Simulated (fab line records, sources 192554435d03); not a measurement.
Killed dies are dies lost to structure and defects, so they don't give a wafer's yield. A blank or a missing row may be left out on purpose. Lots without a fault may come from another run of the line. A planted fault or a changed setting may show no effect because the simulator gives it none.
A struck lot beside a sound one | flow n5_finfet | 11 steps out of a route of 1938
Sound: wafers L423.3, L423.5, L423.6. Struck: wafers L413.1, L413.3, L413.5. The cause comes at the end.
At each step with rows: each side's tool, then ch and its chambers, then its first start. Under that, the readings that differ: sound wafers | struck wafers | difference of the means | sigmas: that difference in standard deviations of wafers without a fault.
alike: readings whose means differ by less than 2 such deviations, and words and numbers that are the same on both sides. not compared: withheld readings, readings that some wafer has no value for, bounds like >300 that may hide the same value, and numbers for which the record gives no deviation and whose values overlap.
The two part at a step that has a row with sigmas, a row that says differs or no value, or rows on one side only. Numbers that don't overlap but have no deviation are shown without sigmas and don't part them. A reading that every wafer of one side lacks parts them only if that side has two wafers or more.

N5_START_INSPECT_01: inspects for defects (unpatterned scan).
  sound on defect_inspect-02, day 6 00:02; struck on defect_inspect-01, day 3 12:02
  alike: raw_defect_count
then, 2 steps without rows for these wafers: N5_ZERO_LAYER_PRECLEAN_00 (cleans in SPM, time 600 s); N5_ZERO_LAYER_SRD_01 (time 30 s, dry time 30 s).
N5_ZERO_LAYER_PECVD_02: deposits SiO2 from SiH4/N2O, target thk 10 nm, time 6 s.
  sound on pecvd-01 ch 0,2, day 6 00:17; struck on pecvd-04 ch 0,1, day 3 12:17
  alike: heater_power_w, showerhead_plenum_p_Torr
then, 5 steps without rows for these wafers: N5_ZERO_LAYER_HMDS_04 (time 60 s); N5_ZERO_LAYER_COAT_05 (resist thk 1000 nm); N5_ZERO_LAYER_EBR_07; N5_ZERO_LAYER_SOFTBAKE_06 (time 90 s); N5_ZERO_LAYER_EXPOSE_08 (exposes mask ZERO, defocus 0 nm, target cd 2000 nm).
N5_ZERO_LAYER_PEB_09:
  sound on litho_track-01 ch 0, day 6 00:31; struck on litho_track-01, day 3 12:31
  reading         | sound          | struck | difference                    | sigmas
  exhaust_pa (Pa) | 44.0 45.5 44.7 | - - -  | no value on the struck wafers |
  not compared: chill_plate_temp_C
then, 1 step without rows for these wafers: N5_ZERO_LAYER_DEVELOP_10 (develop time 60 s).

WHERE THEY PART
Only at N5_ZERO_LAYER_PEB_09, within this record.

WHY: what the simulator had put in
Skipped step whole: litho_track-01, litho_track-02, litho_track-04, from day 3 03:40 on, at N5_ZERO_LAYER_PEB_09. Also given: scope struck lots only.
